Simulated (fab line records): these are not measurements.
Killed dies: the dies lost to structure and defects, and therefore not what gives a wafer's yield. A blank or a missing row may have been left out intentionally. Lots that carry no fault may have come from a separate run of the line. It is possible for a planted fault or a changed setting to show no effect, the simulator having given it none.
Struck lot and sound lot, side by side    flow nandHarc    14 steps out of a route of 1159
Sound: these wafers, L749.1, L749.2, L749.6. Wafers L755.1, L755.3, L755.4 were the ones struck. The cause is given at the end.
Each step with rows lists, per side, the tool, then ch with its chambers, then its first start. Under that, the readings that differ: sound wafers    struck wafers    difference of the means    sigmas: that difference in standard deviations of wafers without a fault.
alike: readings whose means differ by less than 2 such deviations, and words and numbers that are the same on both sides. not compared: withheld readings, readings that some wafer has no value for, bounds like >300 that may hide the same value, and numbers for which the record gives no deviation and whose values overlap.
A row with sigmas, a row that says differs or no value, or rows on one side alone: a step with any of these is where the two part. Non-overlapping numbers with no deviation appear without sigmas and do not part them. Lack of a reading on every wafer of one side parts them only where that side has two or more wafers.

NHARC_P_M1_CMP_23: polishes, t overpolish 20 s, target thk 157.82 nm.
  sound on cmp-03 ch 0,2,3, day 8 20:58; struck on cmp-02 ch 0,2,3, day 10 04:20
  alike: motorCurrentA, retainingRingPressureFrac, timeToEndpointS
NHARC_P_M1_THK_MEAS_24: measures by xrf.
  sound on filmMetro-01 at day 8 21:14; struck on filmMetro-01 at day 10 04:38
  alike: thkNm
after that, 1 step had no rows for these wafers: NHARC_P_M1_SRD_25.
NHARC_P_M1_INSPECT_27:
  sound on defectInspect-02 at day 8 21:24; struck on defectInspect-02 at day 10 04:48
  alike: rawDefectCount
NHARC_P_M1_PRE_CLEAN_32: time 12 s.
  sound on pecvd-02 ch 0,1,2, day 8 21:28; struck on pecvd-04 ch 1,2, day 10 04:52
  alike: heaterPowerW, susceptorTempC
NHARC_P_M1_DEP_33: deposits SiCN, target thk 30 nm.
  sound on pecvd-02 ch 0,1,2, day 8 21:33; struck on pecvd-04 ch 1,2, day 10 04:56
  alike: heaterPowerW, susceptorTempC
then, 5 steps without rows for these wafers: NHARC_P_M2_DEP_00 (deposits SiOC, target thk 182.5 nm); NHARC_P_M2_DEHYDRATE_01 (time 120 s); NHARC_P_M2_HMDS_02 (time 30 s); NHARC_P_M2_COAT_34 (time 65 s); NHARC_P_M2_COAT_03 (resist thk 90 nm).
NHARC_P_M2_SOFTBAKE_04: time 55 s.
  sound on lithoTrack-04 ch 0, day 8 22:00; struck on lithoTrack-04 ch 0, day 10 05:00
reading                sound                 struck                difference  sigmas
heaterPowerTotalW (W)  188.35 188.38 188.40  212.66 212.97 212.59  +24.36      +99 or more
  alike: resistLineTempC
after that, 1 step had no rows for these wafers: NHARC_P_M2_EBR_05.
-- record jumps: 13 days between struck wafers' starts before vs after; left off in module P_M2, resumes in module END, first step shown is number 1159 of the route --
NHARC_END_SORT_01:
  sound on prober-02 ch 0, day 22 11:45; struck on prober-02 ch 0, day 23 15:04
reading                 sound           struck          difference  sigmas
defectLimitedYield (%)  94.5 94.2 94.5  97.6 96.9 98.1  +3.1        +2
killedDies              37 39 37        16 21 13        -21         -2
sortNPass               640 638 640     661 656 664     +21         +2
sortYieldPct (%)        94.5 94.2 94.5  97.6 96.9 98.1  +3.1        +2
  alike: killedAtArray, killedAtOther, killedAtPeriphery, killedOpen, killedShort, sort_bin_2_pct, sort_bin_3_pct, sort_bin_4_pct, sortRimYieldPct

== WHERE THEY PART ==
Last at NHARC_END_SORT_01 as far as this record goes, first at NHARC_P_M2_SOFTBAKE_04.

WHY: whatever the simulator had introduced
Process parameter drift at NHARC_P_M2_SOFTBAKE_04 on lithoTrack-04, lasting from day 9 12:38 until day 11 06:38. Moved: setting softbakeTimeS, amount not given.
